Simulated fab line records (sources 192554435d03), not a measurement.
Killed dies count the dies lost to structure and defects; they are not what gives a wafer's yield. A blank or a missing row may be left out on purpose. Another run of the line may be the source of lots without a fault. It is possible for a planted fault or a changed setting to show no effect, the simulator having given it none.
Chamber matching | flow n5 finfet | 4 sister chambers for N5_BEOL_M0_SAQP_ETCH_106 on rie diel-04
The step etches SOC in N2/H2, stops on SiNx, target depth 150 nm. 8 wafers are shown with their chamber, then 11 later ones without.

EACH WAFER AND ITS CHAMBER
wafer  | chamber | showerhead plenum p Torr (Torr) | drypump motor current A (A)
L081.5 | 0       | 2.49                            | 5.4
L082.1 | 0       | 2.49                            | 5.4
L088.3 | 3       | 2.40                            | 6.0
L088.5 | 2       | 2.72                            | 4.7
L089.2 | 3       | 2.40                            | 5.9
L089.5 | 2       | 2.71                            | 4.8
L089.6 | 1       | 2.61                            | 5.1
L094.3 | 1       | 2.61                            | 5.1

WAFERS WHOSE CHAMBER IS MISSING
wafer  | showerhead plenum p Torr (Torr) | drypump motor current A (A)
L094.4 | 2.71                            | 4.7
L094.5 | 2.48                            | 5.4
L095.1 | 2.71                            | 4.7
L095.2 | 2.48                            | 5.4
L095.6 | 2.61                            | 5.1
L096.1 | 2.71                            | 4.7
L096.2 | 2.48                            | 5.4
L096.5 | 2.71                            | 4.7
L097.1 | 2.39                            | 5.9
L097.2 | 2.61                            | 5.1
L097.5 | 2.48                            | 5.4

WHICH CHAMBER EACH WENT THROUGH
wafer  | from the rows above | in truth
L094.4 | 2                   | 2
L094.5 | 0                   | 0
L095.1 | 2                   | 2
L095.2 | 0                   | 0
L095.6 | 1                   | 1
L096.1 | 2                   | 2
L096.2 | 0                   | 0
L096.5 | 2                   | 2
L097.1 | 3                   | 3
L097.2 | 1                   | 1
L097.5 | 0                   | 0
Correctly placed: 11 of 11. Left unplaced by these rows: 0. 0 placed wrongly.
How it was worked out, from the rows above alone: a wafer's distance from a chamber is the root of the sum, over the readings, of the square of ((its reading less the chamber's mean) divided by the reading's scatter). The wafer belongs to the nearest chamber; if the next one is less than 2 further off, it can't be placed. A chamber's mean is the mean of its shown wafers. The scatter: the root of (the sum of the squares of (reading less its chamber's mean) over the shown wafers, divided by (wafers less chambers)).
